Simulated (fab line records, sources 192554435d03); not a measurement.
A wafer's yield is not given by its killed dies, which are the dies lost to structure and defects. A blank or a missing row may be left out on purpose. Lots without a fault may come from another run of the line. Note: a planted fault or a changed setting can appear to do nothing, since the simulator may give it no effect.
Matching of chambers | flow n5-finfet | N5_HKMG_FIN_ALD_74 on ald-hk-01: 4 sister chambers
The step deposits La2O3, target thk 0.5 nm, pulse time 6 s, co reactant pulse time 1 s. 8 wafers are shown with their chamber, then 11 later ones without.

## EACH WAFER AND ITS CHAMBER
wafer  | chamber | heater-power-w (W) | precursor-pulse-height-rel
L079.5 | 1       | 368                | 0.993
L082.1 | 2       | 300                | 1.044
L082.3 | 3       | 362                | 1.000
L082.6 | 0       | 352                | 0.984
L083.1 | 2       | 300                | 0.957
L083.2 | 0       | 361                | 1.005
L083.3 | 3       | 360                | 1.002
L083.4 | 1       | 362                | 1.059

## WAFERS WHOSE CHAMBER IS MISSING
wafer  | heater-power-w (W) | precursor-pulse-height-rel
L083.5 | 294                | 0.959
L083.6 | 360                | 0.971
L088.1 | 360                | 0.977
L088.2 | 286                | 0.989
L088.4 | 354                | 0.991
L094.1 | 358                | 0.995
L094.2 | 357                | 1.012
L094.3 | 298                | 0.996
L094.4 | 348                | 1.021
L094.5 | 362                | 0.991
L094.6 | 298                | 1.021

## WHICH CHAMBER EACH ONE RAN IN
wafer  | from the rows above          | in truth
L083.5 | 2                            | 2
L083.6 | can't be placed: 3 or 0 or 1 | 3
L088.1 | can't be placed: 3 or 0 or 1 | 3
L088.2 | 2                            | 2
L088.4 | can't be placed: 0 or 3      | 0
L094.1 | can't be placed: 0 or 3 or 1 | 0
L094.2 | can't be placed: 0 or 3 or 1 | 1
L094.3 | 2                            | 2
L094.4 | can't be placed: 0 or 3      | 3
L094.5 | can't be placed: 3 or 1 or 0 | 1
L094.6 | 2                            | 2
Placed correctly: 4 of 11. Cannot be placed on the basis of these rows: 7; the candidates contain the true chamber in 7. Wrongly placed: 0.
How it was worked out, from the rows above alone: a wafer's distance from a chamber is the root of the sum, over the readings, of the square of ((its reading less the chamber's mean) divided by the reading's scatter). If the next closest chamber is less than 2 further off than the closest, the wafer can't be placed; otherwise it belongs to the closest. Each chamber's mean is taken over the wafers shown for it. The scatter is the square root of a quotient: the sum, over the shown wafers, of each reading's squared deviation from its chamber's mean, divided by wafers minus chambers.
